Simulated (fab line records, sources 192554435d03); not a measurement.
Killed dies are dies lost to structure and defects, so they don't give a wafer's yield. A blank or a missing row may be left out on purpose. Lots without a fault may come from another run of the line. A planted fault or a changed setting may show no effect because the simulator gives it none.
fab line records | flow n5_finfet
record lots=10 wafers=30 last_day=17
route steps=1938 shown BEOL_M13@1671 PASSIVATION@1936
lots that met no fault: from a run of the same line without faults
start_h: hours from the record's first day to the start of the lot's first wafer shown | wait_h: hours since the lot's step before | " the same as in the row above | L1.1+2: a row that stands for several wafers | - no value, or no start given | * or withheld: withheld | < > ~ a bound
route shown NAME@n: a module of which the file shows steps, and the number in the route of the first | usual: mean/standard deviation of fault-free wafers | same: alike in all rows | chamber/n: place in a boat | sites: the reading at each site | _std_site: their standard deviation | _edge_site: outer sites' mean less inner sites' | radius_mm: how far each site lies from the wafer's centre | mask NAME#n: copy n | behind: the tool/chamber that last shaped the wafer | hold: why the lot was held/for how many hours/how that ended | device: the transistor (n, p or np) that didn't switch | end of line: the same wafers' tests at the end of the route | a step without rows: its recipe alone | killed: dies lost to structure and defects at the first sort, not the wafer's yield | map: a wafer's dies, x killed, . not, _ none there
set.NAME: the setting as run; set.NAME@STEP: as run at that earlier step | model.NAME: the simulator's own value behind a step, which no gauge read
steps of the route over a sample of lots; a table a step, a row a wafer
services: from which hour (start_h, from the record's first day; less than 0 if before it) a tool's chamber was out of use, for how many hours, and why
## steps
# step N5_BEOL_M13_INSPECT_12
# recipe mode=adi inspect_instrument=macro
# usual raw_defect_count=2.0/1.4
# columns lot.wafer tool chamber start_h wait_h raw_defect_count
L269.3 defect_inspect-01 - 247.45 0.0 1
L269.4 " - " " 0
L269.6 " - " " 0
L268.3 defect_inspect-02 - 248.46 0.0 3
L268.4 " - " " 2
L268.6 " - " " 1
L267.3 defect_inspect-01 - 255.21 0.0 2
L267.4 " - " " 3
L267.6 " - " " 4
L270.2 defect_inspect-02 - 258.64 0.0 3
L270.4 " - " " 5
L270.5 " - " " 2
L275.1 defect_inspect-02 - 287.59 0.0 3
L275.2 " - " " 0
L275.5 " - " " 1
L277.2 defect_inspect-01 - 296.66 0.0 2
L277.4 " - " " 5
L277.6 " - " " 2
L280.2 defect_inspect-02 - 317.15 0.0 2
L280.5 " - " " 1
L280.6 " - " " 5
L278.1 defect_inspect-02 - 322.30 0.0 0
L278.2 " - " " 0
L278.4 " - " " 2
L276.1 defect_inspect-02 - 324.74 0.0 1
L276.5 " - " " 3
L276.6 " - " " 1
L287.2 defect_inspect-01 - 364.59 0.0 3
L287.4 " - " " 2
L287.5 " - " " 2
# step N5_BEOL_M13_ETCH_59
# recipe chemistry=N2/H2 target=BARC target_depth_a=890 overetch_a=267 time_s=67.9 ion_energy_ev=200 pressure_mtorr=30 source_w=840 bias_w=150 n2_flow_sccm=200 h2_flow_sccm=200
# usual drypump_motor_current_A=5.7/0.38 n2_flow_sccm=200.0/0.62 oes_product_au=0.67/0.071 rf_vpp_V=524.4/2.8 showerhead_plenum_p_Torr=2.56/0.099 throttle_valve_pct=17.78/0.26
# columns lot.wafer tool chamber start_h wait_h drypump_motor_current_A n2_flow_sccm oes_product_au rf_hours_counter_h rf_vpp_V showerhead_plenum_p_Torr throttle_valve_pct
L269.3 rie_diel-01 2 247.52 0.0 6.1 200.3 0.59 239 521.8 2.40 18.01
L269.4 " 0 " " 5.2 199.8 0.61 194 526.7 2.64 18.09
L269.6 " 0 " " 5.2 200.5 0.61 - 526.6 2.64 18.07
L268.3 rie_diel-06 2 248.71 0.0 5.2 199.7 0.59 230 522.9 2.52 18.25
L268.4 " 3 " " 5.3 199.4 0.69 86 528.0 2.66 17.82
L268.6 " 1 " " 5.9 199.1 0.72 - 525.6 2.57 17.34
L267.3 rie_diel-01 1 255.28 0.0 5.9 201.2 0.60 218 522.0 2.51 17.70
L267.4 " 3 " " 6.2 199.6 0.74 70 523.2 2.47 17.58
L267.6 " 2 " " 6.1 199.3 0.59 - 518.5 2.40 18.00
L270.2 rie_diel-03 2 258.71 0.0 5.2 199.8 0.63 187 519.6 2.44 17.62
L270.4 " 0 " " 5.2 200.3 0.69 83 528.0 2.69 17.61
L270.5 " 2 " " 5.2 200.0 0.63 - 518.7 2.44 17.58
L275.1 rie_diel-01 3 288.45 0.0 6.2 199.4 0.72 77 521.9 2.47 17.59
L275.2 " 0 " " 5.2 200.0 0.59 208 526.8 2.63 18.10
L275.5 " 0 " " 5.2 200.1 0.60 - 526.8 2.63 18.09
L277.2 rie_diel-01 1 296.74 0.0 5.9 200.2 0.59 226 524.3 2.51 17.73
L277.4 " 3 " " 6.2 200.0 0.71 - 521.1 2.46 17.59
L277.6 " 1 " " 5.8 199.4 0.60 - 523.1 2.51 17.73
L280.2 rie_diel-01 1 317.22 0.0 5.9 201.3 0.59 233 523.8 2.51 17.73
L280.5 " 1 " " 5.8 200.6 0.59 - 523.3 2.51 17.76
L280.6 " 2 " " 6.1 201.3 0.83 - 528.9 2.71 17.61
L278.1 rie_diel-03 0 322.85 0.0 5.2 200.0 0.68 103 525.5 2.68 17.62
L278.2 " 3 " " 5.9 199.2 0.77 21 524.1 2.63 18.28
L278.4 " 2 " " 5.2 199.6 0.62 206 521.3 2.43 17.62
L276.1 rie_diel-03 1 324.81 0.0 6.0 200.4 0.66 126 526.5 2.66 17.48
L276.5 " 1 " " 6.0 200.3 0.65 - 526.3 2.66 17.48
L276.6 " 0 " " 5.3 201.0 0.67 - 527.6 2.68 17.61
L287.2 rie_diel-01 3 365.32 0.0 6.2 199.4 0.70 102 521.2 2.46 17.63
L287.4 " 1 " " 5.8 198.4 0.58 248 522.8 2.50 17.76
L287.5 " 2 " " 6.1 200.8 0.79 - 527.8 2.70 17.63
# step N5_BEOL_M13_VIA_ETCH_16
# recipe chemistry=C4F8/O2/Ar target=SiOC pressure_mtorr=30 source_w=3000 bias_w=700 Ar_flow_sccm=400 C4F8_flow_sccm=15 O2_flow_sccm=8 he_inner_torr=15 he_outer_torr=30 target_depth_a=9217 time_s=withheld ion_energy_ev=250 ends=cleared
# usual drypump_motor_current_A=5.7/0.39 he_inner_torr=15.001/0.029 oes_product_au=0.71/0.079 rf_vpp_V=666/3.4 showerhead_plenum_p_Torr=3.43/0.13 throttle_valve_pct=24.03/0.24
# columns lot.wafer tool chamber start_h wait_h drypump_motor_current_A he_inner_torr oes_product_au rf_vpp_V showerhead_plenum_p_Torr throttle_valve_pct
L269.3 rie_diel-01 2 247.57 0.0 6.1 15.008 0.62 661 3.21 24.12
L269.4 " 0 " " 5.2 14.947 0.64 669 3.50 24.13
L269.6 " 0 " " 5.2 14.980 0.64 669 3.50 24.13
L268.3 rie_diel-06 2 248.76 0.0 5.2 14.994 0.63 664 3.40 24.60
L268.4 " 3 " " 5.3 15.027 0.74 671 3.59 24.26
L268.6 " 1 " " 5.9 14.993 0.77 666 3.44 23.62
L267.3 rie_diel-01 1 255.33 0.0 5.8 14.942 0.64 663 3.40 24.08
L267.4 " 3 " " 6.2 14.936 0.78 664 3.33 23.95
L267.6 " 2 " " 6.1 14.989 0.61 660 3.21 24.12
L270.2 rie_diel-03 2 258.76 0.0 5.2 15.000 0.66 662 3.24 23.66
L270.4 " 0 " " 5.3 14.988 0.74 670 3.62 23.97
L270.5 " 2 " " 5.2 15.042 0.66 663 3.24 23.64
L275.1 rie_diel-01 3 288.52 0.1 6.3 15.019 0.76 663 3.33 23.96
L275.2 " 0 " " 5.2 15.008 0.61 667 3.49 24.15
L275.5 " 0 " " 5.2 15.021 0.62 668 3.49 24.16
L277.2 rie_diel-01 1 296.79 0.0 5.8 14.965 0.63 664 3.39 24.11
L277.4 " 3 " " 6.3 15.032 0.77 663 3.33 23.99
L277.6 " 1 " " 5.8 14.951 0.63 664 3.39 24.11
L280.2 rie_diel-01 1 317.27 0.0 5.8 15.004 0.63 665 3.39 24.11
L280.5 " 1 " " 5.9 14.992 0.62 664 3.39 24.11
L280.6 " 2 " " 6.1 14.989 0.89 672 3.60 23.82
L278.1 rie_diel-03 0 322.90 0.0 5.3 15.031 0.72 670 3.61 23.98
L278.2 " 3 " " 5.9 15.021 0.82 667 3.49 24.35
L278.4 " 2 " " 5.2 15.004 0.65 663 3.23 23.66
L276.1 rie_diel-03 1 324.86 0.0 6.0 15.020 0.68 669 3.55 23.69
L276.5 " 1 " " 6.0 14.998 0.68 670 3.55 23.67
L276.6 " 0 " " 5.3 15.033 0.72 671 3.61 23.99
L287.2 rie_diel-01 3 365.37 0.0 6.2 14.998 0.74 664 3.32 24.01
L287.4 " 1 " " 5.9 15.039 0.62 663 3.38 24.12
L287.5 " 2 " " 6.1 14.981 0.85 672 3.59 23.86
# step N5_BEOL_M13_EXPOSE_25
# recipe mask_id=M13 na=0.93 source_shape=conventional sigma_outer=0.4 polarization=unpolarized target_cd_nm=210 dose_mj=22
# columns lot.wafer tool chamber start_h wait_h mask
L269.3+4+6 krf_scanner-02 0 248.18 - M13#0
L268.3+4+6 krf_scanner-02 0 249.37 - M13#0
L267.3+4+6 krf_scanner-02 0 255.94 - M13#0
L270.2+4+5 krf_scanner-02 0 259.36 - M13#0
L275.1+2+5 krf_scanner-02 0 289.36 - M13#0
L277.2+4+6 krf_scanner-02 0 297.40 - M13#0
L280.2+5+6 krf_scanner-01 0 318.00 - M13#0
L278.1+2+4 krf_scanner-01 0 323.62 - M13#0
L276.1+5+6 krf_scanner-02 0 325.58 - M13#0
L287.2+4+5 krf_scanner-01 0 366.42 - M13#0
# step N5_BEOL_M13_OVL_MEAS_29
# recipe points_per_wafer=44
# usual M13_OVL=1/4.6
# columns lot.wafer tool chamber start_h wait_h M13_OVL[nm]
L269.3 overlay-02 0 248.37 0.0 -2
L269.4 " 0 " " 7
L269.6 " 0 " " -2
L268.3 overlay-01 0 249.57 0.0 -1
L268.4 " 0 " " -1
L268.6 " 0 " " -2
L267.3 overlay-02 0 256.13 0.0 0
L267.4 " 0 " " 1
L267.6 " 0 " " 5
L270.2 overlay-01 0 259.56 0.0 1
L270.4 " 0 " " 3
L270.5 " 0 " " 5
L275.1 overlay-01 0 289.56 0.0 45
L275.2 " 0 " " 39
L275.5 " 0 " " 39
L277.2 overlay-01 0 297.59 0.0 32
L277.4 " 0 " " 37
L277.6 " 0 " " 31
L280.2 overlay-02 0 318.20 0.0 4
L280.5 " 0 " " 2
L280.6 " 0 " " 1
L278.1 overlay-01 0 323.82 0.0 1
L278.2 " 0 " " -6
L278.4 " 0 " " -4
L276.1 overlay-02 0 325.79 0.0 25
L276.5 " 0 " " 23
L276.6 " 0 " " 28
L287.2 overlay-01 0 366.61 0.0 6
L287.4 " 0 " " 9
L287.5 " 0 " " 9
# step N5_PASSIVATION_PROBE_49
# usual defect_limited_yield=91.7/1.5 killed_at_M0_to_M3=32/9.6 killed_at_M4_up=13/5.3 killed_at_contacts=12/6.8 killed_at_front_end=36/9.8 killed_at_other=4/3.1 killed_dies=98/17 killed_on_rim=13/4 killed_open=65/13 killed_short=32/8.5 sort_bin_5_function=4.9/0.93 sort_bin_6_memory=3.2/0.67 sort_bin_8_speed=0.00/0.02 sort_n_pass=1082/17 sort_yield_pct=91.7/1.4
# same gross_dies=1180 killed_at_back_side=0 sort_bin_4_leakage[%]=0
# columns lot.wafer tool chamber start_h wait_h defect_limited_yield[%] killed_at_M0_to_M3 killed_at_M4_up killed_at_contacts killed_at_front_end killed_at_other killed_dies killed_on_rim killed_open killed_short sort_bin_5_function[%] sort_bin_6_memory[%] sort_bin_8_speed[%] sort_n_pass sort_yield_pct[%]
L267.3 prober-02 - 288.37 0.1 92.3 50 7 9 21 4 91 14 54 36 4.4 3.1 0 1089 92.3
L267.4 prober-02 - 288.42 0.2 91.9 39 8 10 35 4 96 11 64 32 4.6 3.2 0 1084 91.9
L267.6 prober-02 - 288.52 0.3 92.7 37 12 4 27 6 86 15 50 35 3.8 3.2 0 1094 92.7
L275.1 prober-01 - 318.32 0.0 89.1 39 11 11 65 3 129 18 88 41 6.4 4.0 0 1051 89.1
L275.2 prober-01 - 318.37 0.1 90.6 38 12 17 41 3 111 8 79 30 5.4 3.5 0 1069 90.6
L275.5 prober-01 - 318.52 0.2 93.1 35 6 8 30 2 81 12 62 18 4.4 2.4 0 1099 93.1
L276.5 prober-02 - 359.35 0.2 91.8 32 16 14 33 2 97 18 58 39 4.8 3.1 0 1083 91.8
L287.2 prober-01 - 398.46 0.1 93.0 20 20 14 25 4 83 14 56 27 3.6 3.2 0 1097 93.0
L287.4 prober-01 - 398.56 0.2 91.4 26 13 21 36 5 101 12 64 37 5.0 3.2 0 1079 91.4
L287.5 prober-01 - 398.61 0.2 92.5 35 5 12 33 4 89 9 58 31 4.0 3.3 0 1091 92.5
# killed by level:class
L267.3 BEOL_M0_SAQP:geometric_particle:open=12 BEOL_M0_SAQP:geometric_particle:short=10 BEOL_M2:geometric_particle:open=9 MOL_CONTACT_COAG:geometric_particle:open=6 BEOL_M3:geometric_particle:open=6 BEOL_M0:geometric_particle:short=5 FIN_SAQP:geometric_particle:short=4 DUMMY_GATE:geometric_particle:open=3
L267.4 DUMMY_GATE:geometric_particle:open=13 MOL_CONTACT_COAG:geometric_particle:open=8 FIN_SAQP:geometric_particle:short=7 BEOL_M2:geometric_particle:open=7 BEOL_M3:geometric_particle:open=7 BEOL_M1:geometric_particle:short=6 BEOL_M1:geometric_particle:open=6 BEOL_M0_SAQP:geometric_particle:open=5
L267.6 BEOL_M0_SAQP:geometric_particle:short=14 BEOL_M0_SAQP:geometric_particle:open=11 FIN_SAQP:geometric_particle:short=4 BEOL_M2:geometric_particle:open=4 BEOL_M4:geometric_particle:open=4 FIN_SAQP:geometric_particle:open=3 STI_FIN_REVEAL:geometric_particle:open=3 DUMMY_GATE:geometric_particle:open=3
L275.1 FIN_SAQP:geometric_particle:open=30 FIN_SAQP:geometric_particle:short=21 BEOL_M1:geometric_particle:open=13 MOL_CONTACT_COAG:geometric_particle:open=10 BEOL_M0_SAQP:geometric_particle:open=10 BEOL_M2:geometric_particle:open=9 DUMMY_GATE:geometric_particle:short=4 BEOL_M8:geometric_particle:open=4
L275.2 MOL_CONTACT_COAG:geometric_particle:open=15 BEOL_M3:geometric_particle:open=15 FIN_SAQP:geometric_particle:open=13 STI_FIN_REVEAL:geometric_particle:open=8 FIN_SAQP:geometric_particle:short=7 BEOL_M2:geometric_particle:open=7 BEOL_M0_SAQP:geometric_particle:open=6 BEOL_M1:geometric_particle:open=4
L275.5 BEOL_M1:geometric_particle:open=12 FIN_SAQP:geometric_particle:open=9 MOL_CONTACT_COAG:geometric_particle:open=8 BEOL_M2:geometric_particle:open=7 STI_FIN_REVEAL:geometric_particle:open=6 BEOL_M0_SAQP:geometric_particle:short=5 BEOL_M3:geometric_particle:open=5 GATE_CUT:geometric_particle:short=4
L276.5 MOL_CONTACT_COAG:geometric_particle:open=10 BEOL_M0_SAQP:geometric_particle:short=7 BEOL_M4:geometric_particle:open=7 FIN_SAQP:geometric_particle:short=6 BEOL_M0:geometric_particle:open=6 GATE_CUT:geometric_particle:open=6 FIN_SAQP:geometric_particle:open=5 BEOL_M0_SAQP:geometric_particle:open=5
L287.2 BEOL_M4:geometric_particle:open=12 MOL_CONTACT_COAG:geometric_particle:open=9 BEOL_M3:geometric_particle:open=6 MOL_CONTACT_COAG:geometric_particle:short=5 BEOL_M0_SAQP:geometric_particle:short=5 GATE_CUT:geometric_particle:short=4 BEOL_M4:geometric_particle:short=4 FIN_SAQP:geometric_particle:open=3
L287.4 MOL_CONTACT_COAG:geometric_particle:open=15 BEOL_M4:geometric_particle:open=8 STI_FIN_REVEAL:geometric_particle:open=7 MOL_CONTACT_COAG:geometric_particle:short=6 BEOL_M3:geometric_particle:open=6 FIN_SAQP:geometric_particle:short=5 GATE_CUT:geometric_particle:short=5 GATE_CUT:geometric_particle:open=5
L287.5 BEOL_M3:geometric_particle:open=12 BEOL_M0_SAQP:geometric_particle:short=11 FIN_SAQP:geometric_particle:open=9 MOL_CONTACT_COAG:geometric_particle:open=7 BEOL_M0_SAQP:geometric_particle:open=7 STI_FIN_REVEAL:geometric_particle:open=5 MOL_CONTACT_COAG:geometric_particle:short=5 FIN_SAQP:geometric_particle:short=4
## services
# columns tool chamber start_h hours kind
rie_diel-03 3 231.56 - clean
rie_diel-03 3 231.56 - consumable_replace:focus_ring
krf_scanner-01 - 245.40 1.0 pm
krf_scanner-02 0 247.14 - calibration
krf_scanner-01 - 248.59 0.8 pm
rie_diel-06 3 248.87 4.0 repair
krf_scanner-01 - 261.91 1.4 repair
rie_diel-01 1 271.31 18.5 repair
rie_diel-01 2 282.41 8.8 repair
krf_scanner-02 - 284.84 0.9 repair
rie_diel-01 2 291.30 - clean
rie_diel-01 2 291.30 - consumable_replace:focus_ring
rie_diel-01 2 291.30 - consumable_replace:showerhead
rie_diel-01 2 291.30 21.6 scheduled_down
rie_diel-01 2 291.30 21.6 vent_cycle
krf_scanner-01 - 318.72 4.4 pm
krf_scanner-02 - 330.99 1.6 repair
krf_scanner-01 - 333.66 1.3 pm
krf_scanner-02 - 336.99 0.2 repair
krf_scanner-02 - 340.35 0.8 pm
rie_diel-01 - 346.57 2.8 pm
krf_scanner-02 - 348.73 1.0 pm
krf_scanner-02 - 357.62 1.3 pm
rie_diel-06 - 363.32 2.8 pm
## key
first_sign step=N5_BEOL_M13_OVL_MEAS_29 reading=M13_OVL direction=up sigmas=7.1 usual=1 struck=33
effect none on later readings
met_at N5_BEOL_M13_EXPOSE_25
struck_lots L275,L276,L277
not_acting_at N5_BEOL_M13_INSPECT_12,N5_BEOL_M13_ETCH_59,N5_BEOL_M13_VIA_ETCH_16
onset_between 259.36 289.36
fault kind=scanner_matching_overlay tool=krf_scanner-02 chamber=- onset_h=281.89 steps=N5_BEOL_M13_EXPOSE_25 offset=33.202
